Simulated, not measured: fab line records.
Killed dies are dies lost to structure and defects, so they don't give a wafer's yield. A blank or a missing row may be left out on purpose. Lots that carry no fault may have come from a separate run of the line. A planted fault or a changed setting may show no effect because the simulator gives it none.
Matching of chambers :: flow n5Finfet :: N5_HKMG_FIN_HK_ALD_01 on aldHk-02: 4 sister chambers
The step deposits HfO2, target thk 1.6 nm, pulse time 3 s, purge time 3 s. 4 wafers are shown with their chamber, then 8 later ones without.

EACH WAFER AND ITS CHAMBER
wafer: L083.6
chamber: 2
precursorPulseHeightRel: 1.023

wafer: L084.1
chamber: 0
precursorPulseHeightRel: 1.026

wafer: L084.6
chamber: 3
precursorPulseHeightRel: 1.014

wafer: L085.2
chamber: 1
precursorPulseHeightRel: 0.967

WAFERS WHOSE CHAMBER IS MISSING
wafer: L085.3
precursorPulseHeightRel: 1.004

wafer: L085.4
precursorPulseHeightRel: 1.007

wafer: L087.1
precursorPulseHeightRel: 1.023

wafer: L087.4
precursorPulseHeightRel: 0.999

wafer: L087.5
precursorPulseHeightRel: 0.991

wafer: L092.1
precursorPulseHeightRel: 0.974

wafer: L092.2
precursorPulseHeightRel: 1.017

wafer: L092.5
precursorPulseHeightRel: 0.973

EACH ONE'S CHAMBER
wafer: L085.3
from the rows above: can't be placed: 3 or 2 or 0
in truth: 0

wafer: L085.4
from the rows above: can't be placed: 3 or 2 or 0
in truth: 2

wafer: L087.1
from the rows above: can't be placed: 2 or 0 or 3
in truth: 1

wafer: L087.4
from the rows above: can't be placed: 3 or 2 or 0 or 1
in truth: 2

wafer: L087.5
from the rows above: can't be placed: 3 or 1 or 2 or 0
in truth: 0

wafer: L092.1
from the rows above: 1
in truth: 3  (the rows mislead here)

wafer: L092.2
from the rows above: can't be placed: 3 or 2 or 0
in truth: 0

wafer: L092.5
from the rows above: 1
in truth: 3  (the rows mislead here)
Correctly placed: 0 of 8. Can't be placed from these rows: 6 (the true chamber is among the candidates in 5). Number placed wrongly: 2.
How it was worked out, from the rows above alone: a wafer's distance from a chamber is the root of the sum, over the readings, of the square of ((its reading less the chamber's mean) divided by the reading's scatter). The wafer belongs to the nearest chamber; if the next one is less than 2 further off, it can't be placed. Each chamber's mean is taken over the wafers shown for it. The scatter: with one shown wafer a chamber, the root of the mean of the squares of how far each hidden wafer lies from its nearest shown one.
